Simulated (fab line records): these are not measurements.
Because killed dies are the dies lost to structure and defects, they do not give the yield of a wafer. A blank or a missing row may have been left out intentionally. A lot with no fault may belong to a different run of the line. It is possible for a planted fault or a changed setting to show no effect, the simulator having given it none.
fab line records | flow nand_harc
record: lots: 15 | wafers: 43 | last_day: 24
route steps=1159 shown P_BONDPAD@376 A_ONON_D1@430 END@1159
lots untouched by any fault: they come from a run of this same line in which no faults occurred
start_h: start of the lot's first displayed wafer, in hours after the record's first day | wait_h: how many hours have passed since the lot's step before this one | " same as the row above | L1.1+2: a row that stands for several wafers | - either no value or no given start | * or withheld: withheld | < > ~ a bound
route shown NAME@n: a module of which the file shows steps, and the number in the route of the first | usual: mean/standard deviation of fault-free wafers | same: alike in all rows | chamber/n: place in a boat | sites: the reading at each site | _std_site: standard deviation across them | _edge_site: inner sites' mean taken away from outer sites' mean | radius_mm: for every site, how far away it sits from the centre of the wafer | mask NAME#n: copy n | behind: the most recent tool/chamber to have shaped the wafer | hold: why the lot went on hold/how many hours it stayed there/how the hold came to an end | device: which transistor (n, p or np) failed to switch | end of line: tests run on the same wafers once the route is complete | step lacking rows: just its recipe | killed: at the first sort, the dies lost to defects and structure; wafer yield is something else | map: the dies of a wafer, with x for killed, . for not killed, _ for no die there
set.NAME: the run value of the setting; set.NAME@STEP: its run value at that earlier step | model.NAME: the simulator's own value behind a step, which no gauge read
steps of the route over a sample of lots; a table a step, a row a wafer
services: a tool's chamber out of use, with start hour (start_h, from the record's first day; less than 0 if before it), hours out, and reason
== steps ==
step: NHARC_P_BONDPAD_PVD_17
recipe: target_thk_a: 50 | bias_v: 168.6 | power_w: 15000 | chamber_pressure_pa: 0.12 | time_s: 8.06 | substrate_temp_c: 50 | material: TaN
usual: chamber_pressure_pa: 0.11998/0.00025 | throttle_valve_pct: 30.0/0.9
lot.wafer | tool           | chamber | start_h | wait_h | chamber_pressure_pa | throttle_valve_pct
L268.2    | pvd_sputter-01 | -       | -       | -      | 0.11959             | 29.5
L268.5    | "              | -       | "       | "      | 0.11954             | 30.9
L268.6    | "              | -       | "       | "      | 0.12008             | 29.5
L267.3    | pvd_sputter-01 | -       | -       | -      | 0.11986             | 29.5
L267.4    | "              | -       | "       | "      | 0.11979             | 28.6
L267.5    | "              | -       | "       | "      | 0.11969             | 28.2
L270.3    | pvd_sputter-03 | -       | -       | -      | 0.1202              | 29.5
L270.4    | "              | -       | "       | "      | 0.11974             | 30.3
L270.5    | "              | -       | "       | "      | 0.11973             | 29.2
L269.3    | pvd_sputter-02 | -       | -       | -      | 0.12038             | 31.6
L269.6    | "              | -       | "       | "      | 0.12003             | 31.0
L269.5    | "              | -       | "       | "      | 0.12021             | 29.2
L271.3    | pvd_sputter-02 | -       | -       | -      | 0.11983             | 29.3
L271.2    | "              | -       | "       | "      | 0.1196              | 31.4
L271.6    | "              | -       | "       | "      | 0.12001             | 30.0
L273.1    | pvd_sputter-01 | -       | -       | -      | 0.11984             | 31.0
L273.2    | "              | -       | "       | "      | 0.11969             | 28.4
L273.6    | "              | -       | "       | "      | 0.11984             | 31.0
L275.4    | pvd_sputter-03 | -       | -       | -      | 0.1202              | 30.5
L275.3    | "              | -       | "       | "      | 0.11991             | 30.1
L275.2    | "              | -       | "       | "      | 0.12008             | 29.2
L274.2    | pvd_sputter-03 | -       | -       | -      | 0.12004             | 30.5
L274.4    | "              | -       | "       | "      | 0.11979             | 30.3
L274.6    | "              | -       | "       | "      | 0.12014             | 30.3
L278.2    | pvd_sputter-02 | -       | -       | -      | 0.12024             | 31.4
L278.3    | "              | -       | "       | "      | 0.12023             | 31.3
L278.5    | "              | -       | "       | "      | 0.12045             | 31.5
L281.2    | pvd_sputter-01 | -       | -       | -      | 0.12023             | 30.9
L281.5    | "              | -       | "       | "      | 0.11989             | 30.8
L283.1    | pvd_sputter-01 | -       | -       | -      | 0.11996             | 31.1
L283.5    | "              | -       | "       | "      | 0.12011             | 28.1
L283.6    | "              | -       | "       | "      | 0.12024             | 30.3
L285.2    | pvd_sputter-01 | -       | -       | -      | 0.11981             | 30.9
L285.3    | "              | -       | "       | "      | 0.12005             | 29.5
L285.6    | "              | -       | "       | "      | 0.12006             | 30.2
L284.1    | pvd_sputter-03 | -       | -       | -      | 0.11982             | 30.1
L284.6    | "              | -       | "       | "      | 0.12002             | 30.3
L288.3    | pvd_sputter-02 | -       | -       | -      | 0.11971             | 30.7
L288.2    | "              | -       | "       | "      | 0.11991             | 30.6
L288.1    | "              | -       | "       | "      | 0.12015             | 30.4
L289.2    | pvd_sputter-03 | -       | -       | -      | 0.11991             | 30.0
L289.3    | "              | -       | "       | "      | 0.11991             | 30.2
L289.5    | "              | -       | "       | "      | 0.1198              | 29.5
step: NHARC_A_ONON_D1_DEP_09
recipe: target_thk_a: 10000 | n2_flow_sccm: 2750 | n2o_flow_sccm: 2000 | nh3_flow_sccm: 500 | sih4_flow_sccm: 210 | temp_c: 400
lot.wafer  | tool          | chamber | start_h | wait_h
L268.2+5+6 | pecvd_onon-03 | 0       | 173.61  | 0.1
L267.3+4+5 | pecvd_onon-02 | 0       | 173.66  | 0.2
L270.3+4+5 | pecvd_onon-04 | 0       | 183.43  | 0.2
L269.3+5+6 | pecvd_onon-03 | 0       | 183.56  | 0.3
L271.2+3+6 | pecvd_onon-02 | 0       | 188.70  | 0.1
L273.1+2+6 | pecvd_onon-02 | 0       | 198.27  | 0.1
L275.2+3+4 | pecvd_onon-04 | 0       | 207.79  | 0.1
L274.2+4+6 | pecvd_onon-04 | 0       | 212.64  | 0.1
L278.2+3+5 | pecvd_onon-02 | 0       | 236.61  | 0.1
L281.2+5   | pecvd_onon-04 | 0       | 253.24  | 0.1
L283.1+5+6 | pecvd_onon-04 | 0       | 256.80  | 0.1
L285.2+3+6 | pecvd_onon-02 | 0       | 264.30  | 0.1
L284.1+6   | pecvd_onon-04 | 0       | 264.35  | 0.1
L288.1+2+3 | pecvd_onon-02 | 0       | 281.90  | 0.1
L289.2+3+5 | pecvd_onon-03 | 0       | 298.50  | 0.1
step: NHARC_A_ONON_D1_THK_MEAS_11
recipe: thk_meas_gauge: ellipsometry
usual: thk_nm: 1002/8.2
lot.wafer | tool          | chamber | start_h | wait_h | thk_nm
L267.3    | film_metro-02 | -       | 174.05  | -      | 995
L267.4    | "             | -       | "       | "      | 995
L267.5    | "             | -       | "       | "      | 995
L268.2    | film_metro-01 | -       | 174.06  | -      | 1007
L268.5    | "             | -       | "       | "      | 1007
L268.6    | "             | -       | "       | "      | 1008
L270.3    | film_metro-02 | -       | 183.83  | -      | 995
L270.4    | "             | -       | "       | "      | 995
L270.5    | "             | -       | "       | "      | 996
L269.3    | film_metro-02 | -       | 183.96  | -      | 1001
L269.5    | "             | -       | "       | "      | 999
L269.6    | "             | -       | "       | "      | 999
L271.2    | film_metro-02 | -       | 189.15  | -      | 1008
L271.3    | "             | -       | "       | "      | 1009
L271.6    | "             | -       | "       | "      | 1008
L273.1    | film_metro-01 | -       | 198.78  | -      | 999
L273.2    | "             | -       | "       | "      | 999
L273.6    | "             | -       | "       | "      | 999
L275.2    | film_metro-02 | -       | 208.25  | -      | 1003
L275.3    | "             | -       | "       | "      | 1003
L275.4    | "             | -       | "       | "      | 1002
L274.2    | film_metro-02 | -       | 213.10  | -      | 1018
L274.4    | "             | -       | "       | "      | 1016
L274.6    | "             | -       | "       | "      | 1016
L278.2    | film_metro-02 | -       | 237.07  | -      | 991
L278.3    | "             | -       | "       | "      | 990
L278.5    | "             | -       | "       | "      | 990
L281.2    | film_metro-02 | -       | 253.69  | -      | 985
L281.5    | "             | -       | "       | "      | 666
L283.1    | film_metro-02 | -       | 257.30  | -      | 994
L283.5    | "             | -       | "       | "      | 673
L283.6    | "             | -       | "       | "      | 673
L285.2    | film_metro-01 | -       | 264.76  | -      | 1003
L285.3    | "             | -       | "       | "      | 1003
L285.6    | "             | -       | "       | "      | 1004
L284.1    | film_metro-02 | -       | 264.87  | -      | 1010
L284.6    | "             | -       | "       | "      | 691
L288.1    | film_metro-01 | -       | 282.41  | -      | 1021
L288.2    | "             | -       | "       | "      | 1021
L288.3    | "             | -       | "       | "      | 1023
L289.2    | film_metro-01 | -       | 298.96  | -      | 1003
L289.3    | "             | -       | "       | "      | 1004
L289.5    | "             | -       | "       | "      | 1002
step: NHARC_END_SORT_01
recipe: temp_c: 25
usual: killed_at_array: 24/7.4 | killed_at_other: 0.5/0.81 | killed_at_periphery: 3.4/2.3 | killed_dies: 28/8 | killed_open: 3.4/1.8 | killed_short: 2.0/1.4
same: gross_dies: 677
lot.wafer | tool      | chamber | start_h | wait_h | killed_at_array | killed_at_other | killed_at_periphery | killed_dies | killed_open | killed_short
L283.1    | prober-01 | 0       | 538.29  | 2.5    | 30              | 2               | 5                   | 37          | 5           | 5
L283.5    | prober-01 | 0       | 541.47  | 3.7    | 674             | 1               | 2                   | 677         | 3           | 1
L283.6    | prober-01 | 0       | 542.27  | 4.0    | 675             | 0               | 2                   | 677         | 1           | 1
L281.2    | prober-01 | 0       | 546.83  | 2.8    | 16              | 0               | 3                   | 19          | 2           | 2
L281.5    | prober-01 | 0       | 549.19  | 3.6    | 674             | 0               | 3                   | 677         | 5           | 3
L284.1    | prober-02 | 0       | 555.78  | 2.5    | 15              | 1               | 6                   | 22          | 2           | 2
L284.6    | prober-02 | 0       | 559.83  | 4.0    | 671             | 0               | 6                   | 677         | 3           | 1
killed by level:class
L283.1 A_CHANNEL_HOLE_D1:chamber_film_flake=17 A_CONTACT:chamber_film_flake=4 P_GATE:geometric_particle:open=2 A_ONON_D1:geometric_particle:short=2 P_ZERO_WELL:chamber_film_flake=2 A_CHANNEL_HOLE_D1:geometric_particle:open=1 A_CHANNEL_FILL_D1:geometric_particle:short=1 A_STAIRCASE:geometric_particle:open=1
L283.5 A_ONON_D1:area_dep=650 A_CHANNEL_HOLE_D1:chamber_film_flake=10 A_CONTACT:chamber_film_flake=5 A_STAIRCASE:chamber_film_flake=3 A_M0:geometric_particle:open=2 P_STI:chamber_film_flake=2 A_ONON_D1:geometric_particle:open=1 A_CONTACT:geometric_particle:short=1
L283.6 A_ONON_D1:area_dep=649 A_CHANNEL_HOLE_D1:chamber_film_flake=15 A_CONTACT:chamber_film_flake=4 P_STI:chamber_film_flake=2 A_SGD_CUT:chamber_film_flake=2 A_ONON_D1:geometric_particle:open=1 A_WL_FILL:geometric_particle:short=1 A_STAIRCASE:chamber_film_flake=1
L281.2 A_CHANNEL_HOLE_D1:chamber_film_flake=7 A_STAIRCASE:chamber_film_flake=3 A_STAIRCASE:geometric_particle:open=2 P_GATE:chamber_film_flake=2 P_CONTACT:geometric_particle:short=1 A_ONON_D1:geometric_particle:short=1 A_CHANNEL_FILL_D1:chamber_film_flake=1 A_CONTACT:chamber_film_flake=1
L281.5 A_ONON_D1:area_dep=641 A_CHANNEL_HOLE_D1:chamber_film_flake=17 A_STAIRCASE:chamber_film_flake=7 A_CONTACT:chamber_film_flake=4 A_CONTACT:geometric_particle:open=3 P_CONTACT:geometric_particle:open=2 P_M0:geometric_particle:short=1 A_CHANNEL_HOLE_D1:geometric_particle:short=1
L284.1 A_CHANNEL_HOLE_D1:chamber_film_flake=8 P_GATE:chamber_film_flake=5 A_CONTACT:chamber_film_flake=2 A_STAIRCASE:chamber_film_flake=2 P_M2:geometric_particle:open=1 A_ONON_D1:geometric_particle:open=1 A_ONON_D1:geometric_particle:short=1 A_SLIT:geometric_particle:short=1
L284.6 A_ONON_D1:area_dep=639 A_CHANNEL_HOLE_D1:chamber_film_flake=14 A_CONTACT:chamber_film_flake=9 P_GATE:chamber_film_flake=3 A_STAIRCASE:chamber_film_flake=3 A_SLIT:chamber_film_flake=2 P_M0:geometric_particle:open=1 A_WL_FILL:geometric_particle:short=1
== services ==
tool           | chamber | start_h | hours | kind
pvd_sputter-02 | -       | 129.72  | 3.8   | repair
pecvd_onon-03  | -       | 153.16  | 13.0  | pm
pvd_sputter-01 | -       | 158.00  | 10.0  | pm
pvd_sputter-03 | -       | 202.88  | 5.0   | repair
pvd_sputter-02 | -       | 214.04  | 10.0  | pm
pecvd_onon-04  | -       | 237.01  | 13.0  | pm
pecvd_onon-02  | -       | 272.42  | 1.3   | repair
pvd_sputter-03 | -       | 280.00  | 10.0  | pm
pecvd_onon-02  | -       | 292.38  | 13.0  | pm
== key ==
first_sign: step: NHARC_A_ONON_D1_THK_MEAS_11 | reading: thk_nm | direction: down | sigmas: 40 | usual: 1002 | struck: 676
effect: step: NHARC_END_SORT_01 | reading: killed_at_array | direction: up | sigmas: 88 | usual: 24 | struck: 674
more_kills_born_at: NHARC_A_ONON_D1_DEP_09@pecvd_onon-04: 2579
met_at NHARC_A_ONON_D1_DEP_09
struck_lots L281,L283,L284
struck_wafers L281.5,L283.5,L283.6,L284.6
later_rows_left_out L281.5,L283.5,L283.6,L284.6
tester_left_out L281,L283,L284
not_acting_at NHARC_P_BONDPAD_PVD_17
onset_between 212.64 253.24
fault: kind: process_parameter_drift | tool: pecvd_onon-04 | chamber: - | onset_h: 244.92 | steps: NHARC_A_ONON_D1_DEP_09 | channel: target_thk_a | offset: * | shape: step | end_h: 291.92 | scope: struck_wafers_only | acts_in: * | stated: *
tester_left_out: of these lots the tester's yield and bins aren't shown, on N5 and GAA mostly nor the transistor test; their killed dies are dies lost to structure and defects alone, not to doping, threshold or leakage, so they don't give the yield
later_rows_left_out: the simulator's readings of these wafers behind a module that went badly wrong aren't trusted and aren't shown, but for the sort
